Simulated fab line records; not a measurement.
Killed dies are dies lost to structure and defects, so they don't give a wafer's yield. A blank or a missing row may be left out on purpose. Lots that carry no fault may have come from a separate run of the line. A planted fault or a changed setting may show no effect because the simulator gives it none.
Comparing a struck lot with a sound one :: flow n5 finfet :: 37 out of 1938 route steps
Sound: wafers L121.1, L121.3, L121.4. Struck: wafers L117.2, L117.5 (left out: L117.3, a lot-mate that was not struck); the cause follows at the end.
Order at every step that has rows: each side's tool, ch and its chambers, its first start. Under that, the readings that differ: sound wafers :: struck wafers :: difference of the means :: sigmas: that difference in standard deviations of wafers without a fault.
alike: same words and numbers on both sides, and readings whose means sit less than 2 such deviations apart. not compared: any withheld reading, any reading some wafer has no value for, any bound like >300 that may hide the same value, and any number with overlapping values for which the record gives no deviation.
The two part at a step that has a row with sigmas, a row that says differs or no value, or rows on one side only. Numbers that have no deviation but don't overlap get no sigmas and don't part them. A reading missing from all wafers of one side parts the sides only when that side holds two or more wafers.

first, 8 steps without rows for these wafers: N5_MOL_CONTACT_COAG_SRD_139 (time 30 s); N5_MOL_CONTACT_COAG_PRE_CLEAN_121; N5_MOL_CONTACT_COAG_CVD_140 (deposits W, target thk 66.5 nm, time 215 s); N5_MOL_CONTACT_COAG_PRECLEAN_127 (cleans in DIW, time 57.5 s); N5_MOL_CONTACT_COAG_SRD_128 (dry time 32 s); N5_MOL_CONTACT_COAG_CMP_52 (polishes, stops on SiO2, t overpolish 1.5 s, target thk 66.5 nm); N5_MOL_CONTACT_COAG_ANNEAL_112 (time 1800 s); N5_BEOL_M0_SAQP_PECVD_00 (deposits SiCN from 3MS/NH3, target thk 8 nm, time 14 s).
N5_BEOL_M0_SAQP_ILD_DEP_01: deposits SiOC from DEMS/O2, target thk 45.419 nm, time 8.7 s.
  sound on pecvd-02 ch 1,2, day 10 15:32; struck on pecvd-03 ch 2, day 9 17:40
reading: showerhead plenum p Torr (Torr)
sound: 5.657 5.696 5.684
struck: 5.705 5.714
difference: +0.030
sigmas: +2

reading: model.SiOC_of_BEOL_M0_SAQP_ILD_DEP_01.thk nm (nm)
sound: 44.2 44.6 45.4
struck: 42.6 43
difference: -1.9
sigmas: 
  alike: heater power w, throttle valve pct
then, 25 steps without rows for these wafers: N5_BEOL_M0_SAQP_HM_DEP_02 (deposits TiN, target thk 12 nm); N5_BEOL_M0_SAQP_PECVD_03 (deposits SiCN from 3MS/NH3, target thk 12 nm, time 21.1 s); N5_BEOL_M0_SAQP_PECVD_96 (deposits a-Si from SiH4/He, target thk 45 nm, time 45.2 s); N5_BEOL_M0_SAQP_PECVD_97 (deposits SiNx from SiH4/NH3/N2, target thk 23 nm, time 19.9 s); N5_BEOL_M0_SAQP_PECVD_04 (deposits a-Si from SiH4/He, target thk 60 nm, time 60.2 s); N5_BEOL_M0_SAQP_HM_DEP_111 (deposits SiO2 from SiH4/N2O, target thk 12 nm, time 7.2 s); N5_BEOL_M0_SAQP_COAT_81 (time 60 s, resist thk 100 nm); N5_BEOL_M0_SAQP_COAT_82 (time 60 s, resist thk 30 nm); N5_BEOL_M0_SAQP_COAT_08 (resist thk 90 nm); N5_BEOL_M0_SAQP_EBR_10; N5_BEOL_M0_SAQP_SOFTBAKE_09 (time 60 s); N5_BEOL_M0_SAQP_EXPOSE_11 (exposes mask M0 CORE, target cd 42 nm); N5_BEOL_M0_SAQP_PEB_12 (peb time 60 s); N5_BEOL_M0_SAQP_DEVELOP_13 (develop time 30 s); N5_BEOL_M0_SAQP_DESCUM_19 (chemistry O2, time 7.9 s); N5_BEOL_M0_SAQP_ETCH_83 (etches SiARC in CF4, target depth 39 nm, time 65 s); N5_BEOL_M0_SAQP_ETCH_84 (etches SOC in N2/H2, target depth 100 nm, overetch 20 nm, time 150 s); N5_BEOL_M0_SAQP_STRIP_80 (strips in N2/H2); N5_BEOL_M0_SAQP_HM_OPEN_112 (chemistry CHF3/O2, target SiO2, stops on a-Si, target depth 12 nm, time 13.5 s); N5_BEOL_M0_SAQP_STRIP_113 (strips in CHF3/O2); N5_BEOL_M0_SAQP_MANDREL_ETCH_20 (etches a-Si in HBr/Cl2, stops on SiNx, target depth 60 nm, bt time 10 s, time 30 s); N5_BEOL_M0_SAQP_STRIP_86 (strips in N2/H2); N5_BEOL_M0_SAQP_STRIP_115 (strips in post etch residue remover, time 60 s); N5_BEOL_M0_SAQP_SRD_93 (time 30 s); N5_BEOL_M0_SAQP_RECESS_114 (chemistry HF/NH3, target SiO2, target depth 14.4 nm, afs cycles 3, sublimation time 60 s).
N5_BEOL_M0_CMP_120: polishes, stops on SiOC, t overpolish 6.9 s.
  sound on cmp-02 ch 0,1,3, day 11 08:06; struck on cmp-02 ch 0,1, day 10 07:28
reading: model.SiOC_of_BEOL_M0_SAQP_ILD_DEP_01.thk nm (nm)
sound: 38.2 38.4 39.4
struck: 36.6 37
difference: -1.9
sigmas: 
  alike: barrier field endpoint s, motor current A, overpolish run s, time to endpoint s
-- here the record skips 2 days between the struck wafers' starts before and after, leaving off in module BEOL_M0 and picking up in module BEOL_M4 (first step shown: number 1111 of the route) --
N5_BEOL_M4_RC_MEAS_101:
  sound on prober-01 ch 0, day 13 10:13; struck on prober-02 ch 0, day 12 08:04
reading: IOFF_P (nA/um)
sound: 0.198 0.176 0.160
struck: 0.255 0.246
difference: +0.073
sigmas: +2

reading: ION_N (uA/um)
sound: 666 665 660
struck: 689 686
difference: +24
sigmas: +3

reading: ION_P (uA/um)
sound: 450 456 454
struck: 472 472
difference: +19
sigmas: +3

reading: VT_P (mV)
sound: -254 -255 -253
struck: -246 -246
difference: +8
sigmas: +3
  alike: DIBL_N, DIBL_P, IOFF_N, SS_N, SS_P, VT_N
-- the record jumps here: 4 days lie between the struck wafers' starts before and after (it left off in module BEOL_M4 and takes up again in module PASSIVATION, whose first step shown is number 1936 of the route) --
N5_PASSIVATION_PROBE_49:
  record: rows for the struck wafers here (prober-01, day 16 14:26), none for the sound ones

## WHERE THEY PART
Last at N5_PASSIVATION_PROBE_49 as far as this record goes, first at N5_BEOL_M0_SAQP_ILD_DEP_01.

WHY: what had been put in by the simulator
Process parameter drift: pecvd-03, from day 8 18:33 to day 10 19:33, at N5_BEOL_M0_SAQP_ILD_DEP_01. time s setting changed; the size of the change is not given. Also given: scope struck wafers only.
